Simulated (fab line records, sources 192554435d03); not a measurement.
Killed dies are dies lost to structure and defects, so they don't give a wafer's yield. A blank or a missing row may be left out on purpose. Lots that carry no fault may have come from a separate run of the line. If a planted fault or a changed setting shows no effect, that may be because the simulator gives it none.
One fault seen from 2 desks	flow n5-finfet	what lay behind the numbers comes last; until then each desk has only its own

METROLOGY DESK
What the gauges read for every lot (on any tool): the sampled wafers with a number, averaged. Any lot whose mean is over 4 standard deviations away from the usual mean is out of limits and marked OUT; that distance is given in the brackets.
Columns: A = cd-nm at N5_BEOL_M8_CD_MEAS_11, usual 38.6 nm; B = cd-nm at N5_BEOL_M8_CD_MEAS_18, usual 40.1 nm
lot	first seen here	A	B
L113	day 9 09:00	38.9	40.2
L116	day 10 06:25	38.4	39.8
L117	day 10 06:43	38.6	40.2
L119	day 10 23:25	39.2	40.8
L120	day 11 01:58	38.2	39.4
L122	day 11 05:01	38.7	40.5
L121	day 11 05:04	38.5	40.3
L123	day 11 08:58	38.5	40.0
L133	day 14 04:53	39.3	40.1
L134	day 14 11:04	38.4	39.7
L135	day 14 11:30	38.6	39.9
Finding of this desk: none of the 11 lots has anything out of limits.

FOR THE TOOL OWNER'S DESK: rie-diel-03
The tool's own readings at N5_BEOL_M8_ETCH_61 (etches SiARC in CF4, target depth 45.5 nm, time 75.8 s): means of the sampled wafers that have a number, for each lot that ran on this tool. Any lot whose mean is over 4 standard deviations away from the usual mean is out of limits and marked OUT; that distance is given in the brackets.
Columns: A = drypump-motor-current-A at N5_BEOL_M8_ETCH_61, usual 5.8 A; B = etch-rf-on-time-s at N5_BEOL_M8_ETCH_61, usual 75.9 s; C = oes-product-au at N5_BEOL_M8_ETCH_61, usual 0.69 a.u.; D = rf-vpp-V at N5_BEOL_M8_ETCH_61, usual 184.2 V; E = showerhead-plenum-p-Torr at N5_BEOL_M8_ETCH_61, usual 2.15 Torr; F = throttle-valve-pct at N5_BEOL_M8_ETCH_61, usual 15.58 %
lot	first seen here	A	B	C	D	E	F
L119	day 10 23:38	5.4	74.5	0.64	182.4	2.10	15.66
L120	day 11 02:27	5.6	74.3	0.68	183.4	2.09	15.60
L121	day 11 05:11	6.0	87.2 (+6.6) OUT	0.62	183.0	2.09	15.62
L123	day 11 09:07	5.8	83.7 (+4.6) OUT	0.62	184.3	2.10	15.57
This desk's verdict: out of limits on L121, L123, starting with L121 at day 11 05:11 (etch-rf-on-time-s at N5_BEOL_M8_ETCH_61). L119, L120: within limits.

BROUGHT TOGETHER
The tool owner's desk could have raised an alarm at day 11 05:11, on L121, L123.
Metrology desk: nothing out of limits seen.
The metrology desk holds a record of L121, L123, inside its limits.
On rie-diel-03, each named lot ran N5_BEOL_M8_ETCH_61.

WHAT THE SIMULATOR PUT IN
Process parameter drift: rie-diel-03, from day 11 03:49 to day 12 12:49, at N5_BEOL_M8_ETCH_61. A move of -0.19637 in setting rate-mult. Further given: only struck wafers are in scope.
Struck lots among those shown: L121, L123.
Each desk's first reading out of limits, in hours after the fault started: the tool owner's desk, 1.
